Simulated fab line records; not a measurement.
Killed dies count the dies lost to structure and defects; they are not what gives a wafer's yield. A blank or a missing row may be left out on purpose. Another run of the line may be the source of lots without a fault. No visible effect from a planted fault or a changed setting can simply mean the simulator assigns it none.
Shared-tool check / flow nand-harc / Sample size 3 lots and 9 wafers

== THE REASON FOR OPENING IT ==
At NHARC_END_SORT_01 the reading killed-at-array is flagged on 3 of 3 lots. No-fault wafers: 55, standard deviation 20.
Rule: a lot is flagged when every wafer of it that has a number lies more than 4 standard deviations from that mean, or none has a number. The other lots count as sound.

lot=L171; measured=day 30 19:30; on=prober-02; killed-at-array, wafer by wafer=672 667 669; flag=FLAGGED
lot=L172; measured=day 31 03:42; on=prober-01; killed-at-array, wafer by wafer=674 674 671; flag=FLAGGED
lot=L173; measured=day 31 04:32; on=prober-02; killed-at-array, wafer by wafer=674 672 672; flag=FLAGGED
The numbers of the flagged lots are 672 on average: +617 against the usual, or +31 standard deviations.

== LOT BY LOT: THE TOOL USED ==
4 process steps preceding the reading are held in the record, out of 1302 steps in the route. Each cell gives the tool, then ch followed by the chambers the sampled wafers passed through, then the start.
lot=L171; flag=FLAGGED; NHARC_A_STAIRCASE_TRIM_191=rie-diel-13 ch 1,2,3, day 22 07:34 or earlier; NHARC_A_STAIRCASE_ETCH_192=rie-diel-13 ch 0,2,3, day 22 07:34 or earlier; NHARC_A_STAIRCASE_ETCH_194=rie-diel-13 ch 2,3, day 22 07:34; NHARC_A_STAIRCASE_ETCH_201=rie-diel-13 ch 0,2,3, day 30 19:30 or earlier
lot=L172; flag=FLAGGED; NHARC_A_STAIRCASE_TRIM_191=rie-diel-08 ch 0,1,3, day 22 16:32 or earlier; NHARC_A_STAIRCASE_ETCH_192=rie-diel-08 ch 1,2, day 22 16:32 or earlier; NHARC_A_STAIRCASE_ETCH_194=rie-diel-08 ch 0,2,3, day 22 16:32; NHARC_A_STAIRCASE_ETCH_201=rie-diel-04 ch 2,3, day 31 03:42 or earlier
lot=L173; flag=FLAGGED; NHARC_A_STAIRCASE_TRIM_191=rie-diel-08 ch 0,1,2, day 22 16:43 or earlier; NHARC_A_STAIRCASE_ETCH_192=rie-diel-08 ch 0,1,3, day 22 16:43 or earlier; NHARC_A_STAIRCASE_ETCH_194=rie-diel-08 ch 0,2,3, day 22 16:43; NHARC_A_STAIRCASE_ETCH_201=rie-diel-08 ch 1,2,3, day 31 04:32 or earlier
These steps, and what they do:
- NHARC_A_STAIRCASE_TRIM_191: chemistry O2, time 211.2 s.
- NHARC_A_STAIRCASE_ETCH_192: etches the open film in C4F8/O2, target depth 100 nm, time 40.5 s.
- NHARC_A_STAIRCASE_ETCH_194: etches the open film in C4F8/O2, target depth 100 nm, time 40.5 s.
- NHARC_A_STAIRCASE_ETCH_201: etches the open film in C4F8/O2, target depth 100 nm, time 40.5 s.
- NHARC_END_SORT_01

== FLAGGED OVER TOTAL, TOOL BY TOOL (the gauges that took the reading come last) ==
step=NHARC_A_STAIRCASE_TRIM_191; tool=rie-diel-08; lots run=2; flagged=2; share of the flagged lots=some; sound lots run after its first flagged lot=0
step=NHARC_A_STAIRCASE_TRIM_191; tool=rie-diel-13; lots run=1; flagged=1; share of the flagged lots=some; sound lots run after its first flagged lot=0
step=NHARC_A_STAIRCASE_ETCH_192; tool=rie-diel-08; lots run=2; flagged=2; share of the flagged lots=some; sound lots run after its first flagged lot=0
step=NHARC_A_STAIRCASE_ETCH_192; tool=rie-diel-13; lots run=1; flagged=1; share of the flagged lots=some; sound lots run after its first flagged lot=0
step=NHARC_A_STAIRCASE_ETCH_194; tool=rie-diel-08; lots run=2; flagged=2; share of the flagged lots=some; sound lots run after its first flagged lot=0
step=NHARC_A_STAIRCASE_ETCH_194; tool=rie-diel-13; lots run=1; flagged=1; share of the flagged lots=some; sound lots run after its first flagged lot=0
step=NHARC_A_STAIRCASE_ETCH_201; tool=rie-diel-04; lots run=1; flagged=1; share of the flagged lots=some; sound lots run after its first flagged lot=0
step=NHARC_A_STAIRCASE_ETCH_201; tool=rie-diel-08; lots run=1; flagged=1; share of the flagged lots=some; sound lots run after its first flagged lot=0
step=NHARC_A_STAIRCASE_ETCH_201; tool=rie-diel-13; lots run=1; flagged=1; share of the flagged lots=some; sound lots run after its first flagged lot=0
step=NHARC_END_SORT_01; tool=prober-01; lots run=1; flagged=1; share of the flagged lots=some; sound lots run after its first flagged lot=0
step=NHARC_END_SORT_01; tool=prober-02; lots run=2; flagged=2; share of the flagged lots=some; sound lots run after its first flagged lot=0
With no start given for some of its lots, NHARC_A_STAIRCASE_TRIM_191 uses the hours and lot order of NHARC_A_STAIRCASE_ETCH_194. With no start given for some of its lots, NHARC_A_STAIRCASE_ETCH_192 uses the hours and lot order of NHARC_A_STAIRCASE_ETCH_194. With no start given for some of its lots, NHARC_A_STAIRCASE_ETCH_201 uses the hours and lot order of NHARC_END_SORT_01.

== WHAT IS ALLOWED BY THE TABLE ==
No row of the table ran every flagged lot.

== WHAT HAD BEEN PUT IN BY THE SIMULATOR ==
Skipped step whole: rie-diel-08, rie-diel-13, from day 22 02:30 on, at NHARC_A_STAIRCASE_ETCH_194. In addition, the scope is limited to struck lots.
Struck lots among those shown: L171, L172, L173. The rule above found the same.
